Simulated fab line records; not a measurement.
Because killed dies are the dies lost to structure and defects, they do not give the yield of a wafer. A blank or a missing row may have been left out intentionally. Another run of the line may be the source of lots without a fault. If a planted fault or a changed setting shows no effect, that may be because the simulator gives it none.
fab line records	flow nand_harc
record lots=6	wafers=18	last_day=24
route steps=1159 shown A_ZERO_WELL@403 A_SOURCE_PLATE@413 END@1159
lots that met no fault: taken from a fault-free run of the same line
start_h: the number of hours between the record's first day and the start of the first shown wafer of the lot	wait_h: hours since the lot's step before	" the same as in the row above	L1.1+2: several wafers, shown together as one row	- no value, or no start given	* or withheld: withheld	< > ~ a bound
route shown NAME@n: a module of which the file shows steps, and the number in the route of the first	usual: average and standard deviation across the fault-free wafers	same: alike in all rows	chamber/n: place in a boat	sites: per-site readings	_std_site: standard deviation across them	_edge_site: mean of outer sites minus mean of inner sites	radius_mm: how far each site lies from the wafer's centre	mask NAME#n: copy n	behind: the tool/chamber that last shaped the wafer	hold: what put the lot on hold/how long, in hours/how the hold closed	device: the transistor (n, p or np) that didn't switch	end of line: at the end of the route, the tests of the same wafers	where a step has no rows: the recipe by itself	killed: count of dies lost to structure and defects at first sort (not the wafer's yield)	map: per-die view of a wafer (x killed, . not killed, _ where there is no die)
set.NAME: setting as actually run; set.NAME@STEP: the setting as run at that earlier step	model.NAME: the simulator's own value behind a step, which no gauge read
lots at selected steps of the route; one table per step, one row per wafer
services: from which hour (start_h, from the record's first day; less than 0 if before it) a tool's chamber was out of use, for how many hours, and why
## steps
# step NHARC_A_ZERO_WELL_DESCUM_12
# recipe time_s=3	o2_flow_sccm=200	ar_flow_sccm=0	bias_power_w=0	chemistry=O2
# usual drypump_motor_current_A=5.6/0.36	oes_product_au=0.996/0.012	rf_vpp_V=57.7/0.98	showerhead_plenum_p_Torr=1.90/0.074	throttle_valve_pct=11.311/0.0091
lot.wafer	tool	chamber	start_h	wait_h	drypump_motor_current_A	oes_product_au	rf_hours_counter_h	rf_vpp_V	showerhead_plenum_p_Torr	throttle_valve_pct
L847.2	rie_diel-07	3	171.96	-	5.0	1.004	7	57.5	1.94	11.310
L847.4	"	2	"	"	5.2	1.013	8	56.8	1.85	11.312
L847.6	"	3	"	"	5.0	1.014	-	58.4	1.94	11.319
L851.1	rie_diel-01	3	184.11	-	6.0	0.989	3	57.1	1.86	11.317
L851.3	"	1	"	"	5.3	1.005	3	57.2	2.05	11.322
L851.5	"	3	"	"	6.0	0.980	-	58.2	1.86	11.323
L849.2	rie_diel-12	3	185.18	-	6.0	0.985	15	57.9	1.87	11.300
L849.3	"	1	"	"	5.2	1.007	16	58.3	1.90	11.306
L849.6	"	1	"	"	5.2	1.007	-	58.0	1.90	11.302
L852.1	rie_diel-12	0	213.07	-	6.0	0.983	0	56.6	1.79	11.311
L852.3	"	1	"	"	5.2	1.003	0	57.1	1.90	11.316
L852.2	"	3	"	"	6.0	0.973	0	57.5	1.87	11.331
L855.4	rie_diel-12	3	228.50	-	6.0	0.972	1	57.4	1.87	11.311
L855.2	"	1	"	"	5.2	0.991	2	56.8	1.90	11.309
L855.3	"	2	"	"	5.2	0.993	1	57.6	1.98	11.306
L864.3	rie_diel-01	0	269.74	-	5.9	0.992	11	58.4	1.86	11.313
L864.6	"	3	"	"	6.0	0.979	-	57.6	1.86	11.319
L864.5	"	1	"	"	5.3	1.013	-	58.2	2.04	11.307
# step NHARC_A_ZERO_WELL_ETCH_19
# recipe target_depth_a=800	overetch_a=240	time_s=87.88	ion_energy_ev=200	n2_flow_sccm=150	h2_flow_sccm=150	ar_flow_sccm=0	rf_w=400	bias_w=150	chemistry=N2/H2
# usual drypump_motor_current_A=5.6/0.36	oes_product_au=0.997/0.012	rf_fwd_power_W=396.9/1.4	rf_vpp_V=430.0/2.3	showerhead_plenum_p_Torr=2.02/0.082	throttle_valve_pct=14.172/0.0086
lot.wafer	tool	chamber	start_h	wait_h	drypump_motor_current_A	oes_product_au	rf_fwd_power_W	rf_hours_counter_h	rf_vpp_V	showerhead_plenum_p_Torr	throttle_valve_pct
L847.2	rie_diel-07	1	172.05	0.1	5.9	1.005	397.5	8	427.4	1.93	14.189
L847.4	"	3	"	"	5.1	0.999	397.7	7	431.4	2.07	14.171
L847.6	"	2	"	"	5.2	0.999	398.0	-	428.8	1.97	14.148
L851.1	rie_diel-01	1	184.19	0.1	5.3	1.011	395.7	3	434.4	2.18	14.167
L851.3	"	3	"	"	6.0	0.988	396.9	3	428.7	1.98	14.176
L851.5	"	2	"	"	5.6	1.002	395.9	-	430.9	2.05	14.160
L849.3	rie_diel-12	1	185.29	0.1	5.3	1.004	399.0	16	430.2	2.03	14.178
L849.2	"	3	"	"	6.0	0.998	395.4	15	429.0	1.99	14.164
L849.6	"	0	"	"	6.0	0.984	397.4	-	426.2	1.90	14.173
L852.3	rie_diel-12	0	213.16	0.1	6.0	0.987	396.2	0	427.0	1.90	14.174
L852.1	"	1	"	"	5.2	0.993	397.5	0	430.0	2.03	14.168
L852.2	"	2	"	"	5.2	0.990	395.3	0	432.3	2.12	14.165
L855.4	rie_diel-12	3	228.59	0.1	6.0	0.980	395.0	1	427.9	1.99	14.160
L855.2	"	0	"	"	6.0	0.993	394.8	2	425.7	1.90	14.173
L855.3	"	2	"	"	5.2	0.993	397.2	1	433.2	2.12	14.171
L864.3	rie_diel-01	1	269.85	0.1	5.3	1.010	398.0	9	434.5	2.18	14.171
L864.6	"	3	"	"	6.0	0.988	399.0	-	429.7	1.98	14.178
L864.5	"	0	"	"	5.9	0.995	398.4	-	429.9	1.98	14.167
# step NHARC_A_ZERO_WELL_ETCH_13
# recipe target_depth_a=1200	time_s=40.1	hbr_flow_sccm=150	cl2_flow_sccm=50	rf_w=400	icp_w=400	bias_w=100	chemistry=HBr/Cl2
# usual drypump_motor_current_A=5.9/0.49	oes_product_au=0.997/0.0094	rf_fwd_power_W=393.7/2.2	throttle_valve_pct=26.406/0.0094
lot.wafer	tool	chamber	start_h	wait_h	drypump_motor_current_A	oes_product_au	rf_fwd_power_W	rf_hours_counter_h	throttle_valve_pct
L847.4	rie_si-01	0	172.16	-	5.5	1.003	394.3	0.4	26.414
L847.2	"	2	"	"	5.5	0.985	395.1	0.3	26.408
L847.6	"	0	"	"	5.5	0.990	395.9	-	26.420
L851.1	rie_si-03	1	184.33	-	5.0	1.006	394.4	0.1	26.399
L851.3	"	2	"	"	5.8	1.003	393.7	0.1	26.398
L851.5	"	3	"	"	6.1	1.013	395.4	-	26.400
L849.3	rie_si-01	3	185.43	-	6.2	0.994	396.7	0.4	26.408
L849.2	"	1	"	"	6.6	0.984	388.7	0.5	26.406
L849.6	"	3	"	"	6.2	0.994	394.9	-	26.404
L852.1	rie_si-01	0	213.28	-	5.5	1.001	393.3	0.7	26.418
L852.2	"	1	"	"	6.6	0.989	390.9	0.6	26.391
L852.3	"	2	"	"	5.5	0.997	396.9	0.5	26.395
L855.2	rie_si-03	3	228.72	-	6.1	1.015	397.1	0.5	26.411
L855.3	"	0	"	"	6.5	0.989	387.7	0.4	26.407
L855.4	"	2	"	"	5.8	1.000	394.5	-	26.410
L864.3	rie_si-03	0	270.00	-	6.5	1.001	391.5	0.8	26.397
L864.5	"	1	"	"	5.0	1.007	394.6	-	26.411
L864.6	"	2	"	"	5.9	1.011	392.8	-	26.411
# step NHARC_A_ZERO_WELL_STRIP_14
# recipe time_s=900	temp_c=130	chemistry=SPM
# step NHARC_A_ZERO_WELL_IMPLANT_15
# recipe energy_kev=150	dose_cm2=1e+13	tilt_deg=7
# step NHARC_A_ZERO_WELL_PRECLEAN_22
# recipe time_s=60	temp_c=50	bath_age_min=0	chemistry=SC1
# step NHARC_A_ZERO_WELL_SRD_23
# step NHARC_A_ZERO_WELL_RTA_16
# recipe temp_c=1000	time_s=10
# usual lamp_power_pct=32.7/2.7	wafer_temp_C_max=1005.2/1.2
lot.wafer	tool	chamber	start_h	wait_h	lamp_power_pct	wafer_temp_C_max
L847.2	rtp_anneal-02	0	173.10	-	29.8	1004.4
L847.4	"	0	"	"	29.8	1005.8
L847.6	"	0	"	"	29.7	1003.9
L851.1	rtp_anneal-01	0	185.25	-	35.1	1005.7
L851.3	"	0	"	"	35.1	1004.4
L851.5	"	0	"	"	35.1	1005.9
L849.2	rtp_anneal-02	0	186.37	-	29.7	1004.0
L849.3	"	0	"	"	29.8	1003.1
L849.6	"	0	"	"	29.7	1004.0
L852.1	rtp_anneal-01	0	214.19	-	35.1	1004.6
L852.2	"	0	"	"	35.1	1004.1
L852.3	"	0	"	"	35.1	1006.5
L855.2	rtp_anneal-02	0	229.80	-	29.8	1005.1
L855.3	"	0	"	"	29.8	1004.2
L855.4	"	0	"	"	29.8	1004.5
L864.3	rtp_anneal-02	0	271.00	-	29.8	1003.2
L864.5	"	0	"	"	29.8	1003.9
L864.6	"	0	"	"	29.8	1004.5
# step NHARC_A_ZERO_WELL_INSPECT_17
# usual raw_defect_count=11/6.5
lot.wafer	tool	chamber	start_h	wait_h	raw_defect_count
L847.2	defect_inspect-01	-	173.27	0.1	8
L847.4	"	-	"	"	5
L847.6	"	-	"	"	13
L851.1	defect_inspect-01	-	185.45	0.2	10
L851.3	"	-	"	"	6
L851.5	"	-	"	"	10
L849.2	defect_inspect-01	-	186.54	0.1	5
L849.3	"	-	"	"	5
L849.6	"	-	"	"	4
L852.1	defect_inspect-02	-	214.39	0.2	10
L852.2	"	-	"	"	5
L852.3	"	-	"	"	8
L855.2	defect_inspect-01	-	230.00	0.2	13
L855.3	"	-	"	"	5
L855.4	"	-	"	"	9
L864.3	defect_inspect-01	-	271.14	0.1	15
L864.5	"	-	"	"	10
L864.6	"	-	"	"	12
# step NHARC_A_SOURCE_PLATE_PRECLEAN_00
# recipe time_s=60	chemistry=HF-LAST
# step NHARC_A_SOURCE_PLATE_SRD_01
# step NHARC_A_SOURCE_PLATE_OXIDE_02
# recipe target_thk_a=100	temp_c=900	ox_time_s=1362	material=SiO2
# usual ox_temp_c=900.0/0.33	ox_time_s=1362/0	tube_center_temp_C=900.01/0.088	zone_power_bottom_pct=24.3/1.8	zone_power_top_pct=37.5/2.1	zone_power_upper_pct=19.6/2.1
lot.wafer	tool	chamber	start_h	wait_h	ox_temp_c	ox_time_s	tube_center_temp_C	zone_power_bottom_pct	zone_power_top_pct	zone_power_upper_pct
L847.2	furnace-02	0	176.33	-	900.7	1362	899.97	26.1	40.0	22.1
L847.4	"	0	"	"	900.2	1362	900.15	25.9	39.8	21.9
L847.6	"	0	"	"	899.6	1362	900	25.6	39.4	21.6
L849.2	furnace-03	0	187.24	-	900.0	1362	900.03	22.6	36.2	17.6
L849.3	"	0	"	"	900.3	1362	900	22.6	35.5	17.6
L849.6	"	0	"	"	899.8	1362	900	22.5	35.8	17.8
L851.1	furnace-03	0	187.24	-	900.3	1362	900	22.3	36.3	17.7
L851.3	"	0	"	"	899.7	1362	899.87	22.7	36.4	17.5
L851.5	"	0	"	"	900.3	1362	899.84	22.6	35.6	17.8
L852.1	furnace-03	-	218.03	-	-	-	-	-	-	-
L852.2	"	-	"	"	-	-	-	-	-	-
L852.3	"	-	"	"	-	-	-	-	-	-
L852.1	furnace-03	0	221.96	0.3	899.8	1362	900.09	22.5	35.8	17.8
L852.2	"	0	"	"	899.5	1362	899.96	22.6	35.7	17.6
L852.3	"	0	"	"	900.3	1362	899.95	22.6	36.1	17.4
L855.2	furnace-03	0	233.37	-	899.6	1362	900.05	22.4	36.3	17.4
L855.3	"	0	"	"	900.1	1362	900.22	22.6	36.5	17.5
L855.4	"	0	"	"	899.4	1362	899.99	22.3	35.8	17.4
L855.2	furnace-03	0	240.21	3.2	899.7	1362	899.97	22.6	35.8	17.8
L855.3	"	0	"	"	900.0	1362	899.97	22.5	35.8	17.6
L855.4	"	0	"	"	900.0	1362	899.92	22.8	35.5	17.8
L864.3	furnace-08	0	275.54	-	900.3	1362	900.03	27.5	31.9	19.7
L864.5	"	0	"	"	900.8	1362	900.11	27.6	32.0	19.5
L864.6	"	0	"	"	900.2	1362	900.24	27.5	32.4	19.8
# step NHARC_A_SOURCE_PLATE_THK_MEAS_09
# recipe thk_meas_gauge=ellipsometry
# usual thk_nm=9.8/1
lot.wafer	tool	chamber	start_h	wait_h	thk_nm
L847.2	film_metro-01	-	180.38	0.4	9.4
L847.4	"	-	"	"	8.0
L847.6	"	-	"	"	9.3
L851.1	film_metro-02	-	191.37	0.4	9.3
L851.3	"	-	"	"	10.1
L851.5	"	-	"	"	9.5
L849.2	film_metro-01	-	191.37	0.4	11.3
L849.3	"	-	"	"	11.1
L849.6	"	-	"	"	8.1
L852.1	film_metro-02	-	226.32	0.7	13.9
L852.2	"	-	"	"	14.3
L852.3	"	-	"	"	13.8
L855.2	film_metro-01	-	244.57	0.7	16.2
L855.3	"	-	"	"	15.3
L855.4	"	-	"	"	16.7
L864.3	film_metro-01	-	279.66	0.4	9.6
L864.5	"	-	"	"	8.4
L864.6	"	-	"	"	11.0
# step NHARC_A_SOURCE_PLATE_PVD_04
# recipe target_thk_a=500	material=WSi2
# step NHARC_END_SORT_01
# recipe temp_c=25
# usual killed_at_array=29/11	killed_at_other=0.7/1.1	killed_at_periphery=2.9/2.2	killed_dies=33/11	killed_open=3.1/1.8	killed_short=1.9/1.4
# same gross_dies=677
lot.wafer	tool	chamber	start_h	wait_h	killed_at_array	killed_at_other	killed_at_periphery	killed_dies	killed_open	killed_short
L847.2	prober-01	0	479.90	2.8	40	0	3	43	3	1
L847.4	prober-01	0	481.53	3.4	40	0	2	42	3	4
L847.6	prober-01	0	483.15	4.1	33	1	1	35	4	2
L852.1	prober-01	0	513.60	2.5	33	1	3	37	3	1
L852.2	prober-01	0	514.39	2.8	21	0	1	22	4	1
L852.3	prober-01	0	515.19	3.1	30	2	3	35	1	0
# killed by level:class
L847.2 A_CHANNEL_HOLE_D1:chamber_film_flake=18 A_SLIT:chamber_film_flake=9 A_CONTACT:chamber_film_flake=7 P_ZERO_WELL:chamber_film_flake=2 A_WL_FILL:geometric_particle:short=1 A_WL_FILL:geometric_particle:open=1 A_CONTACT:geometric_particle:open=1 A_M0:geometric_particle:open=1
L847.4 A_SLIT:chamber_film_flake=18 A_CHANNEL_HOLE_D1:chamber_film_flake=14 A_CONTACT:chamber_film_flake=2 P_M0:geometric_particle:open=1 A_ONON_D1:geometric_particle:open=1 A_ONON_D1:geometric_particle:short=1 A_CHANNEL_HOLE_D1:geometric_particle:short=1 A_CHANNEL_FILL_D1:geometric_particle:short=1
L847.6 A_CHANNEL_HOLE_D1:chamber_film_flake=13 A_SLIT:chamber_film_flake=9 A_CONTACT:chamber_film_flake=5 A_CONTACT:geometric_particle:open=2 A_SOURCE_PLATE:geometric_particle:short=1 A_SGD_CUT:geometric_particle:open=1 A_CONTACT:geometric_particle:short=1 A_M0:geometric_particle:open=1
L852.1 A_SLIT:chamber_film_flake=15 A_CONTACT:chamber_film_flake=5 A_ZERO_WELL:chamber_film_flake=3 A_SGD_CUT:chamber_film_flake=3 A_CHANNEL_HOLE_D1:chamber_film_flake=3 A_CHANNEL_FILL_D1:chamber_film_flake=2 P_GATE:geometric_particle:open=1 P_CONTACT:geometric_particle:open=1
L852.2 A_SLIT:chamber_film_flake=8 A_CONTACT:chamber_film_flake=3 A_M0:geometric_particle:open=2 A_CHANNEL_HOLE_D1:chamber_film_flake=2 A_SGD_CUT:chamber_film_flake=2 P_GATE:geometric_particle:open=1 A_CONTACT:geometric_particle:open=1 A_CONTACT:geometric_particle:short=1
L852.3 A_SLIT:chamber_film_flake=9 A_CHANNEL_HOLE_D1:chamber_film_flake=6 A_SGD_CUT:chamber_film_flake=6 A_CONTACT:chamber_film_flake=6 A_STAIRCASE:chamber_film_flake=2 THIN_TSV:chamber_film_flake=2 P_CONTACT:geometric_particle:open=1 P_ZERO_WELL:chamber_film_flake=1
## services
tool	chamber	start_h	hours	kind
rie_si-03	-	155.00	9.0	pm
rie_diel-12	0	157.16	-	clean
rie_diel-12	1	157.16	-	clean
rie_diel-12	2	157.16	-	clean
rie_diel-12	3	157.16	-	clean
rie_si-01	3	177.29	0.9	repair
rie_diel-12	0	181.66	-	clean
rie_diel-12	1	181.66	-	clean
rie_diel-12	2	181.66	-	clean
rie_diel-01	2	184.28	5.6	repair
rie_diel-12	2	184.40	13.2	repair
rie_diel-01	3	186.25	1.9	repair
rie_diel-12	-	202.52	9.0	pm
furnace-03	-	205.30	12.7	repair
rie_si-01	3	214.31	6.4	repair
rie_si-03	1	227.32	12.4	repair
rie_diel-07	-	228.20	9.0	pm
rie_si-03	3	234.71	10.5	repair
rie_diel-01	1	236.53	3.4	repair
rie_diel-07	1	243.42	4.6	repair
rie_diel-01	3	248.64	6.8	repair
rie_diel-12	3	259.97	6.4	repair
rie_si-03	-	261.56	0.6	repair
rie_diel-12	1	271.16	6.4	repair
## key
first_sign step=NHARC_A_SOURCE_PLATE_OXIDE_02	reading=visit	direction=added
effect step=NHARC_A_SOURCE_PLATE_OXIDE_02	reading=tool_record	direction=missing
effect step=NHARC_A_SOURCE_PLATE_THK_MEAS_09	reading=thk_nm	direction=up	sigmas=5.2	usual=9.8	struck=15.0
met_at NHARC_A_SOURCE_PLATE_OXIDE_02
struck_wafers L852.1,L852.2,L852.3,L855.2,L855.3,L855.4
tester_left_out L852,L855
fault kind=repeated_step_whole	tool=furnace-02,furnace-03,furnace-08	chamber=-	onset_h=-	steps=NHARC_A_SOURCE_PLATE_OXIDE_02	times=1	scope=struck_lots_only
# tester_left_out: of these lots the tester's yield and bins aren't shown, on N5 and GAA mostly nor the transistor test; their killed dies are dies lost to structure and defects alone, not to doping, threshold or leakage, so they don't give the yield
